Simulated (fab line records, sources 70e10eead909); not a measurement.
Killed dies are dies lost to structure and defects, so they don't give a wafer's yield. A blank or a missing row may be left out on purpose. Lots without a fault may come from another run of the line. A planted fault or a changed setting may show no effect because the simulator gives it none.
Chamber matching | flow nand_harc | NHARC_A_STAIRCASE_ALD_420 on ald_hk-01: 4 sister chambers
The step deposits SiO2, target thk 20 nm, pulse time 6 s, ald cycles 200. 18 wafers are shown with their chamber, then 9 later ones without.

WAFERS WITH THEIR CHAMBER
wafer  | chamber | heater_power_w (W) | precursor_pulse_height_rel
L074.1 | 0       | 468                | 0.997
L074.5 | 3       | 517                | 0.999
L074.6 | 0       | 463                | 0.988
L076.1 | 3       | 534                | 0.962
L076.2 | 2       | 509                | 0.967
L076.4 | 0       | 476                | 1.025
L079.1 | 2       | 512                | 1.002
L079.2 | 3       | 530                | 1.011
L079.3 | 0       | 458                | 0.999
L082.2 | 3       | 551                | 0.955
L082.4 | 2       | 505                | 1.020
L082.5 | 0       | 478                | 1.005
L084.3 | 3       | 543                | 1.027
L084.5 | 1       | 465                | 0.968
L084.6 | 2       | 499                | 0.994
L087.3 | 2       | 499                | 0.986
L087.5 | 0       | 471                | 0.991
L087.6 | 3       | 545                | 0.997

SIGNATURES (means of the wafers above)
reading                    | chamber 0 | chamber 1 | chamber 2 | chamber 3 | scatter within a chamber
heater_power_w             | 469.00    | 465.00    | 504.80    | 536.67    | 9.19
precursor_pulse_height_rel | 1.00083   | 0.96800   | 0.99380   | 0.99183   | 0.0213
Rule: a wafer's distance from a chamber is the root of the sum, over the readings, of the square of ((its reading less the chamber's mean) divided by the reading's scatter). The wafer belongs to the nearest chamber; if the next one is less than 2 further off, it can't be placed. The scatter: the root of (the sum of the squares of (reading less its chamber's mean) over the shown wafers, divided by (wafers less chambers)).

WAFERS WITHOUT THEIR CHAMBER
wafer  | heater_power_w (W) | precursor_pulse_height_rel
L091.3 | 478                | 0.996
L091.4 | 496                | 0.999
L091.5 | 474                | 1.025
L095.2 | 552                | 0.998
L095.4 | 483                | 1.010
L095.5 | 481                | 0.998
L097.2 | 472                | 0.997
L097.3 | 456                | 0.999
L097.6 | 503                | 0.966

WHICH CHAMBER EACH WENT THROUGH
wafer  | from the rows above          | in truth
L091.3 | can't be placed: 0 or 1 or 2 | 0
L091.4 | can't be placed: 2 or 0      | 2
L091.5 | can't be placed: 0 or 1      | 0
L095.2 | 3                            | 3
L095.4 | can't be placed: 0 or 2 or 1 | 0
L095.5 | can't be placed: 0 or 1 or 2 | 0
L097.2 | can't be placed: 0 or 1      | 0
L097.3 | can't be placed: 0 or 1      | 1
L097.6 | 2                            | 2
Placed correctly: 2 of 9. Can't be placed from these rows: 7 (the true chamber is among the candidates in 7). Placed wrongly: 0.
